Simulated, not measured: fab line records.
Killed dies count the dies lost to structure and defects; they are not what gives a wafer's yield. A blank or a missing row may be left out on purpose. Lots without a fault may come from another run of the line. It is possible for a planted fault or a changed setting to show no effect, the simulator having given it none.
Matching of chambers	flow n5 finfet	N5_BEOL_M2_ILD_DEP_00 on pecvd-04 has 3 sister chambers
The step deposits SiOC from DEMS/O2, target thk 79 nm, time 15.3 s. 6 wafers are shown with their chamber, then 9 later ones without.

WAFERS PAIRED WITH THEIR CHAMBERS
wafer	chamber	throttle valve pct (%)	heater power w (W)
L083.4	1	11.0	414
L085.2	0	13.8	497
L085.5	0	13.7	512
L089.1	2	11.2	541
L089.5	1	11.3	377
L089.6	2	11.5	537

WAFERS WITH NO CHAMBER GIVEN
wafer	throttle valve pct (%)	heater power w (W)
L091.1	11.2	557
L091.5	11.1	422
L091.6	13.7	481
L092.1	11.3	485
L092.3	13.7	505
L092.4	11.2	411
L095.3	11.3	538
L095.5	11.3	548
L095.6	13.6	502

EACH ONE'S CHAMBER
wafer	from the rows above	in truth
L091.1	2	2
L091.5	1	1
L091.6	0	0
L092.1	2	2
L092.3	0	0
L092.4	1	1
L095.3	2	2
L095.5	2	2
L095.6	0	0
9 of 9 placed correctly. Not placeable from these rows: 0. 0 placed wrongly.
How it was worked out, from the rows above alone: a wafer's distance from a chamber is the root of the sum, over the readings, of the square of ((its reading less the chamber's mean) divided by the reading's scatter). The wafer belongs to the nearest chamber; if the next one is less than 2 further off, it can't be placed. For every chamber, the mean is computed from those of its wafers that are shown. The scatter is the square root of a quotient: the sum, over the shown wafers, of each reading's squared deviation from its chamber's mean, divided by wafers minus chambers.
